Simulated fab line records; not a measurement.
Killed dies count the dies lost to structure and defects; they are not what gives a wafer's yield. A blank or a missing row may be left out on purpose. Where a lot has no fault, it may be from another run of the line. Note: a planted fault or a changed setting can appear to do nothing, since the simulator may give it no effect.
fab line records	flow n5_finfet
[record] lots = 11	wafers = 33	last_day = 19
route steps=1938 shown BEOL_M11@1578 PASSIVATION@1936
lots that met no fault: taken from a fault-free run of the same line
start_h: hours from the record's first day to the start of the lot's first wafer shown	wait_h: hours from the lot's prior step to this one	" the same as in the row above	L1.1+2: several wafers, shown together as one row	- no value present, or no start provided	* or withheld: withheld	< > ~ a bound
route shown NAME@n: names a module that has steps shown in the file, with the first one's number in the route	usual: mean/standard deviation of fault-free wafers	same: alike in all rows	chamber/n: place in a boat	sites: per-site readings	_std_site: standard deviation across them	_edge_site: the outer-site mean with the inner-site mean subtracted	radius_mm: how far each site lies from the wafer's centre	mask NAME#n: copy n	behind: the most recent tool/chamber to have shaped the wafer	hold: reason for holding the lot/hours on hold/outcome of the hold	device: the n, p or np transistor that did not switch	end of line: the same wafers' tests at the end of the route	where a step has no rows: the recipe by itself	killed: count of dies lost to structure and defects at first sort (not the wafer's yield)	map: a wafer's dies, marking killed ones x, the rest . and places with no die _
set.NAME: the setting the step ran with; set.NAME@STEP: the setting that earlier step ran with	model.NAME: the simulator's own value behind a step, which no gauge read
one table for each step of the route and one row for each wafer, over a sample of lots
services: a tool's chamber out of use, with start hour (start_h, from the record's first day; less than 0 if before it), hours out, and reason
[[steps]]
[step N5_BEOL_M11_TRENCH_ETCH_37]
[recipe] chemistry = C4F6/O2	target_depth_a = 1488.3	target = SiCOH_lowk	time_s = 48	ion_energy_ev = 250	pressure_mtorr = 30	source_w = 345	bias_w = 185	Ar_flow_sccm = 300	C4F6_flow_sccm = 10	O2_flow_sccm = 10
[usual] chamber_pressure_mTorr = 30.001/0.028	drypump_motor_current_A = 5.9/0.41	oes_o_777_au = 0.75/0.069	oes_product_au = 0.75/0.07	rf_vpp_V = 665/4	showerhead_plenum_p_Torr = 2.86/0.072	throttle_valve_pct = 20.97/0.18
lot.wafer	tool	chamber	start_h	wait_h	chamber_pressure_mTorr	drypump_motor_current_A	oes_o_777_au	oes_product_au	rf_hours_counter_h	rf_vpp_V	showerhead_plenum_p_Torr	throttle_valve_pct
L507.2	rie_diel-04	3	-	-	29.995	6.5	0.70	0.69	186	659	2.84	20.90
L507.3	"	0	"	"	29.984	5.4	0.84	0.83	75	669	2.99	20.72
L507.5	"	0	"	"	29.978	5.4	0.84	0.84	-	669	2.99	20.72
L510.2	rie_diel-03	2	-	-	29.978	5.5	0.74	0.74	200	662	2.82	20.77
L510.4	"	3	"	"	29.983	5.6	0.68	0.69	229	674	2.81	21.06
L510.5	"	1	"	"	29.961	6.0	0.87	0.86	-	663	2.77	20.75
L512.3	rie_diel-05	1	-	-	29.958	5.8	0.72	0.71	189	661	2.94	21.00
L512.4	"	0	"	"	30.028	5.2	0.78	0.77	108	664	2.87	21.25
L512.6	"	0	"	"	30.014	5.2	0.77	0.79	-	664	2.87	21.24
L513.1	rie_diel-03	3	-	-	29.957	5.6	0.67	0.69	233	673	2.81	21.07
L513.3	"	0	"	"	29.978	6.4	0.72	0.72	228	664	2.80	20.95
L513.4	"	2	"	"	30.067	5.5	0.74	0.73	203	662	2.82	20.78
L514.1	rie_diel-03	0	-	-	29.977	6.3	0.72	0.71	232	665	2.80	20.93
L514.2	"	3	"	"	30.001	5.6	0.67	0.68	238	675	2.81	21.10
L514.5	"	1	"	"	30.012	6.0	0.85	0.84	-	664	2.76	20.77
L516.1	rie_diel-03	2	-	-	29.990	5.5	0.73	0.72	213	661	2.82	20.78
L516.3	"	3	"	"	29.980	5.6	0.67	0.68	242	675	2.81	21.10
L516.6	"	1	"	"	29.979	6.0	0.85	0.83	-	665	2.76	20.78
L521.1	rie_diel-04	1	-	-	29.968	6.2	0.72	0.72	188	667	2.82	21.15
L521.3	"	0	"	"	29.971	5.4	0.82	0.80	103	670	2.98	20.75
L521.5	"	1	"	"	29.981	6.2	0.72	0.71	-	664	2.82	21.15
L524.1	rie_diel-05	0	-	-	29.968	5.2	0.75	0.75	136	664	2.86	21.29
L524.2	"	2	"	"	29.975	5.7	0.69	0.69	246	670	2.91	21.20
L524.4	"	2	"	"	30.016	5.7	0.69	0.69	-	671	2.91	21.19
L525.1	rie_diel-05	0	-	-	29.995	5.2	0.75	0.75	137	665	2.86	21.28
L525.2	"	1	"	"	29.955	5.8	0.70	0.69	215	661	2.93	21.03
L525.6	"	1	"	"	30.047	5.8	0.70	0.68	-	659	2.93	21.05
L526.1	rie_diel-05	1	-	-	30.012	5.8	0.70	0.69	218	662	2.93	21.04
L526.3	"	2	"	"	30.025	5.7	0.69	0.69	250	670	2.90	21.19
L526.6	"	1	"	"	30.049	5.8	0.71	0.68	-	663	2.93	21.01
L530.2	rie_diel-04	2	-	-	30.022	6.5	0.97	0.97	6	665	2.80	20.55
L530.5	"	2	"	"	30.048	6.5	0.96	0.97	-	663	2.80	20.54
L530.6	"	3	"	"	29.958	6.4	0.67	0.66	-	659	2.81	20.98
[step N5_BEOL_M11_PRE_CLEAN_45]
[recipe] gas = H2/He	time_s = 30	temp_c = 250
[usual] heater_power_w = 336/37
lot.wafer	tool	chamber	start_h	wait_h	heater_power_w
L507.2	pvd_sputter-02	-	223.00	0.0	309
L507.3	"	-	"	"	349
L507.5	"	-	"	"	306
L510.2	pvd_sputter-02	-	249.02	0.0	339
L510.4	"	-	"	"	311
L510.5	"	-	"	"	343
L512.3	pvd_sputter-03	-	255.60	0.0	389
L512.4	"	-	"	"	391
L512.6	"	-	"	"	391
L513.1	pvd_sputter-03	-	259.78	0.0	390
L513.3	"	-	"	"	278
L513.4	"	-	"	"	388
L514.1	pvd_sputter-01	-	281.54	0.0	292
L514.2	"	-	"	"	307
L514.5	"	-	"	"	275
L516.1	pvd_sputter-02	-	300.26	0.0	347
L516.3	"	-	"	"	297
L516.6	"	-	"	"	353
L521.1	pvd_sputter-03	-	327.27	0.0	381
L521.3	"	-	"	"	273
L521.5	"	-	"	"	275
L524.1	pvd_sputter-03	-	343.26	0.0	382
L524.2	"	-	"	"	392
L524.4	"	-	"	"	365
L525.1	pvd_sputter-03	-	346.80	0.0	387
L525.2	"	-	"	"	363
L525.6	"	-	"	"	386
L526.1	pvd_sputter-01	-	352.99	0.0	383
L526.3	"	-	"	"	305
L526.6	"	-	"	"	314
L530.2	pvd_sputter-02	-	398.17	0.0	309
L530.5	"	-	"	"	309
L530.6	"	-	"	"	341
[step N5_BEOL_M11_SPUTTER_48]
[recipe] material = Cu	target_thk_a = 120	temp_c = -20	bias_v = 60	power_w = 26000	chamber_pressure_pa = 0.13	time_s = 2
[usual] cathode_dc_power_W = 26000/4.4	substrate_temp_c = -20.00/0.1	throttle_valve_pct = 29.4/0.96
lot.wafer	tool	chamber	start_h	wait_h	cathode_dc_power_W	substrate_temp_c	throttle_valve_pct
L507.2	pvd_sputter-02	-	223.70	0.1	26008	-20.00	27.9
L507.3	"	-	"	"	26000	-20.14	28.7
L507.5	"	-	"	"	25988	-19.93	28.8
L510.2	pvd_sputter-03	-	249.98	0.2	26000	-19.98	29.6
L510.4	"	-	"	"	25997	-20.02	32.0
L510.5	"	-	"	"	25995	-20.19	32.1
L512.3	pvd_sputter-01	-	256.17	0.1	25990	-20.02	29.9
L512.4	"	-	"	"	25999	-20.14	29.7
L512.6	"	-	"	"	26006	-20.15	30.2
L513.1	pvd_sputter-02	-	261.10	0.5	25997	-20.04	29.9
L513.3	"	-	"	"	25999	-20.07	29.9
L513.4	"	-	"	"	25996	-20.10	27.7
L514.1	pvd_sputter-02	-	283.02	0.1	26003	-19.91	29.8
L514.2	"	-	"	"	26001	-20.25	29.7
L514.5	"	-	"	"	25996	-19.94	28.8
L516.1	pvd_sputter-02	-	300.86	0.1	25998	-20.07	27.7
L516.3	"	-	"	"	26002	-19.99	29.7
L516.6	"	-	"	"	26005	-19.91	28.0
L521.1	pvd_sputter-02	-	329.48	1.5	20571	-19.87	28.3
L521.3	"	-	"	"	20583	-20.03	27.8
L521.5	"	-	"	"	20575	-20.15	29.9
L524.1	pvd_sputter-02	-	343.91	0.1	20575	-20.11	29.9
L524.2	"	-	"	"	20576	-19.82	29.9
L524.4	"	-	"	"	20576	-20.04	27.7
L525.1	pvd_sputter-03	-	347.72	0.2	25999	-20.02	29.9
L525.2	"	-	"	"	25998	-20.02	32.2
L525.6	"	-	"	"	25997	-19.92	32.3
L526.1	pvd_sputter-01	-	353.75	0.2	26007	-19.85	29.6
L526.3	"	-	"	"	25994	-20.00	30.1
L526.6	"	-	"	"	26003	-19.93	29.5
L530.2	pvd_sputter-01	-	399.18	0.3	26006	-20.06	30.1
L530.5	"	-	"	"	25999	-19.81	30.2
L530.6	"	-	"	"	26003	-19.96	29.6
[step N5_BEOL_M11_INSPECT_58]
[recipe] inspect_instrument = darkfield	mode = post_dep
[usual] raw_defect_count = 71/26
lot.wafer	tool	chamber	start_h	wait_h	raw_defect_count
L507.2	defect_inspect-01	-	224.89	0.0	59
L507.3	"	-	"	"	57
L507.5	"	-	"	"	44
L510.2	defect_inspect-01	-	251.33	0.0	84
L510.4	"	-	"	"	71
L510.5	"	-	"	"	42
L512.3	defect_inspect-02	-	257.18	0.0	58
L512.4	"	-	"	"	48
L512.6	"	-	"	"	51
L513.1	defect_inspect-01	-	262.42	0.0	54
L513.3	"	-	"	"	47
L513.4	"	-	"	"	37
L514.1	defect_inspect-02	-	284.03	0.0	70
L514.2	"	-	"	"	71
L514.5	"	-	"	"	67
L516.1	defect_inspect-02	-	301.89	0.0	79
L516.3	"	-	"	"	60
L516.6	"	-	"	"	94
L521.1	defect_inspect-02	-	330.61	0.0	81
L521.3	"	-	"	"	87
L521.5	"	-	"	"	68
L524.1	defect_inspect-01	-	344.94	0.0	63
L524.2	"	-	"	"	73
L524.4	"	-	"	"	73
L525.1	defect_inspect-02	-	348.95	0.0	91
L525.2	"	-	"	"	62
L525.6	"	-	"	"	76
L526.1	defect_inspect-02	-	355.08	0.0	75
L526.3	"	-	"	"	89
L526.6	"	-	"	"	52
L530.2	defect_inspect-01	-	400.18	0.0	141
L530.5	"	-	"	"	73
L530.6	"	-	"	"	63
[step N5_PASSIVATION_PROBE_49]
[usual] defect_limited_yield = 90.9/1.3	killed_at_M0_to_M3 = 35/10	killed_at_M4_up = 15/5.7	killed_at_contacts = 14/6.4	killed_at_front_end = 40/11	killed_at_other = 4/3.1	killed_dies = 108/16	killed_open = 71/11	killed_short = 34/7.7	sort_bin_5_function = 5.4/0.9	sort_bin_6_memory = 3.4/0.61	sort_n_pass = 1072/16	sort_yield_pct = 90.9/1.3
[same] gross_dies = 1180	killed_at_back_side = 0	sort_bin_4_leakage[%] = 0	sort_bin_8_speed[%] = 0
lot.wafer	tool	chamber	start_h	wait_h	defect_limited_yield[%]	killed_at_M0_to_M3	killed_at_M4_up	killed_at_contacts	killed_at_front_end	killed_at_other	killed_dies	killed_open	killed_short	sort_bin_5_function[%]	sort_bin_6_memory[%]	sort_n_pass	sort_yield_pct[%]
L521.1	prober-02	-	373.08	0.0	91.4	40	12	19	28	3	102	70	30	5.7	2.8	1078	91.4
L521.3	prober-02	-	373.18	0.1	92.5	22	12	10	38	6	88	56	21	3.6	3.2	1092	92.5
L521.5	prober-02	-	373.28	0.2	91.6	28	27	10	31	3	99	72	27	4.6	3.5	1081	91.6
L524.1	prober-01	-	389.91	0.0	90.6	29	27	19	32	4	111	67	36	5.5	3.6	1069	90.6
L524.2	prober-01	-	389.96	0.1	92.4	36	14	16	23	1	90	50	35	5.1	2.5	1090	92.4
L524.4	prober-01	-	390.06	0.2	90.9	24	22	21	37	3	107	69	30	5.5	3.5	1073	90.9
// killed by level:class
L521.1 MOL_CONTACT_COAG:geometric_particle:open=12 BEOL_M1:geometric_particle:open=11 BEOL_M0_SAQP:geometric_particle:open=8 MOL_CONTACT_COAG:geometric_particle:short=7 FIN_SAQP:geometric_particle:open=6 STI_FIN_REVEAL:geometric_particle:open=5 BEOL_M0_SAQP:geometric_particle:short=5 BEOL_M3:geometric_particle:open=5
L521.3 MOL_CONTACT_COAG:geometric_particle:open=9 FIN_SAQP:geometric_particle:open=8 FIN_SAQP:geometric_particle:short=7 STI_FIN_REVEAL:geometric_particle:open=7 BEOL_M1:geometric_particle:open=7 HKMG_FIN:area_etch=6 BEOL_M2:geometric_particle:open=4 BEOL_M11:interface_void_opened=4
L521.5 BEOL_M4:geometric_particle:open=15 BEOL_M3:geometric_particle:open=11 MOL_CONTACT_COAG:geometric_particle:open=9 FIN_SAQP:geometric_particle:short=8 DUMMY_GATE:geometric_particle:open=8 BEOL_M1:geometric_particle:open=7 FIN_SAQP:geometric_particle:open=5 BEOL_M4:geometric_particle:short=4
L524.1 MOL_CONTACT_COAG:geometric_particle:open=17 BEOL_M4:geometric_particle:open=11 BEOL_M2:geometric_particle:open=11 BEOL_M0_SAQP:geometric_particle:short=8 BEOL_M0_SAQP:geometric_particle:open=7 FIN_SAQP:geometric_particle:short=5 GATE_CUT:geometric_particle:short=5 FIN_SAQP:geometric_particle:open=4
L524.2 BEOL_M0_SAQP:geometric_particle:short=13 FIN_SAQP:geometric_particle:short=12 MOL_CONTACT_COAG:geometric_particle:open=12 BEOL_M0_SAQP:geometric_particle:open=9 FIN_SAQP:geometric_particle:open=5 BEOL_M2:geometric_particle:open=5 MOL_CONTACT_COAG:geometric_particle:short=4 BEOL_M1:geometric_particle:open=4
L524.4 MOL_CONTACT_COAG:geometric_particle:open=14 BEOL_M2:geometric_particle:open=10 FIN_SAQP:geometric_particle:open=7 GATE_CUT:geometric_particle:open=7 MOL_CONTACT_COAG:geometric_particle:short=6 GATE_CUT:geometric_particle:short=5 STI_FIN_REVEAL:geometric_particle:open=4 BEOL_M1:geometric_particle:open=4
[[services]]
tool	chamber	start_h	hours	kind
rie_diel-03	1	235.73	2.8	repair
rie_diel-03	-	252.66	2.8	pm
rie_diel-04	3	264.39	11.2	repair
rie_diel-04	0	290.08	9.8	repair
rie_diel-03	3	308.45	5.8	repair
rie_diel-05	2	328.85	3.0	repair
rie_diel-03	3	334.88	-	clean
rie_diel-03	3	334.88	-	consumable_replace:esc
rie_diel-03	3	334.88	-	consumable_replace:focus_ring
rie_diel-03	3	334.88	25.6	scheduled_down
rie_diel-03	3	334.88	25.6	vent_cycle
rie_diel-05	1	340.18	4.2	repair
rie_diel-04	2	349.86	-	clean
rie_diel-04	2	349.86	-	consumable_replace:focus_ring
rie_diel-04	2	349.86	25.0	scheduled_down
rie_diel-04	2	349.86	25.0	vent_cycle
rie_diel-05	2	352.59	-	clean
rie_diel-05	2	352.59	-	consumable_replace:focus_ring
rie_diel-05	2	352.59	24.2	scheduled_down
rie_diel-05	2	352.59	24.2	vent_cycle
rie_diel-03	0	355.67	52.1	repair
pvd_sputter-02	-	391.44	2.1	repair
[[key]]
[first_sign] step = N5_BEOL_M11_SPUTTER_48	reading = cathode_dc_power_W	direction = down	sigmas = 99+	usual = *	struck = *
effect none on later readings
met_at N5_BEOL_M11_SPUTTER_48
struck_lots L521,L524
not_acting_at N5_BEOL_M11_TRENCH_ETCH_37,N5_BEOL_M11_PRE_CLEAN_45,N5_BEOL_M11_INSPECT_58
onset_between 300.86 329.48
[fault] kind = process_parameter_drift	tool = pvd_sputter-02	chamber = -	onset_h = 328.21	steps = N5_BEOL_M11_SPUTTER_48	channel = power_w	offset = *	shape = step	end_h = 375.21	acts_in = *	stated = *
